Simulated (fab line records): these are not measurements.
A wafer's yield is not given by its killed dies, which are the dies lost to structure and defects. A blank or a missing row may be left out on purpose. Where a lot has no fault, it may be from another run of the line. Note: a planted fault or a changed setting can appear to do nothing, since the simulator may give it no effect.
Chamber matching + flow nand harc + 3 sister chambers for NHARC_A_CONTACT_DEP_24 on pecvd-03
The step deposits SiO2, target thk 500 nm. 20 wafers are shown with their chamber, then 10 later ones without.

WAFERS WITH THEIR CHAMBER
| wafer  | chamber | throttle valve pct (%) | heater power w (W) |
|--------|---------|------------------------|--------------------|
| L075.1 | 1       | 16.0                   | 558                |
| L075.5 | 1       | 16.1                   | 566                |
| L075.6 | 2       | 17.1                   | 500                |
| L074.2 | 0       | 16.1                   | 509                |
| L074.4 | 2       | 16.8                   | 597                |
| L074.6 | 0       | 15.8                   | 524                |
| L081.1 | 2       | 17.0                   | 574                |
| L081.5 | 0       | 15.3                   | 460                |
| L081.6 | 2       | 17.0                   | 609                |
| L084.1 | 0       | 15.0                   | 463                |
| L084.2 | 1       | 15.8                   | 472                |
| L084.6 | 2       | 16.7                   | 495                |
| L085.1 | 0       | 15.4                   | 590                |
| L085.4 | 1       | 15.7                   | 553                |
| L085.6 | 2       | 17.1                   | 627                |
| L083.2 | 2       | 16.8                   | 624                |
| L083.3 | 1       | 15.7                   | 562                |
| L083.4 | 0       | 15.1                   | 496                |
| L088.4 | 0       | 15.3                   | 485                |
| L088.5 | 2       | 17.2                   | 556                |

SIGNATURES, as means of the wafers listed above
| reading            | chamber 0 | chamber 1 | chamber 2 | scatter within a chamber |
|--------------------|-----------|-----------|-----------|--------------------------|
| throttle valve pct | 15.429    | 15.860    | 16.962    | 0.273                    |
| heater power w     | 503.86    | 542.20    | 572.75    | 46.8                     |
Rule: for a wafer and a chamber, the distance is found by dividing, reading by reading, the gap between the wafer's reading and the chamber's mean by the reading's scatter, squaring, summing and taking the root. The wafer belongs to the nearest chamber; if the next one is less than 2 further off, it can't be placed. The scatter: the root of (the sum of the squares of (reading less its chamber's mean) over the shown wafers, divided by (wafers less chambers)).

WAFERS WITH NO CHAMBER GIVEN
| wafer  | throttle valve pct (%) | heater power w (W) |
|--------|------------------------|--------------------|
| L088.6 | 16.1                   | 591                |
| L090.2 | 17.0                   | 640                |
| L090.3 | 16.0                   | 488                |
| L090.6 | 15.4                   | 535                |
| L091.1 | 16.1                   | 611                |
| L091.4 | 15.2                   | 550                |
| L091.5 | 17.1                   | 616                |
| L095.1 | 15.2                   | 478                |
| L095.4 | 16.1                   | 524                |
| L095.6 | 17.1                   | 499                |

WHICH CHAMBER EACH ONE RAN IN
| wafer  | from the rows above          | in truth |
|--------|------------------------------|----------|
| L088.6 | can't be placed: 1 or 0 or 2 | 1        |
| L090.2 | 2                            | 2        |
| L090.3 | can't be placed: 1 or 0      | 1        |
| L090.6 | can't be placed: 0 or 1      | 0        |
| L091.1 | can't be placed: 1 or 2 or 0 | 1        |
| L091.4 | can't be placed: 0 or 1      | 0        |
| L091.5 | 2                            | 2        |
| L095.1 | can't be placed: 0 or 1      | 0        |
| L095.4 | can't be placed: 1 or 0      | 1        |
| L095.6 | 2                            | 2        |
Placed correctly: 3 of 10. These rows do not allow placing 7 (true chamber among the candidates in 7). Number placed wrongly: 0.
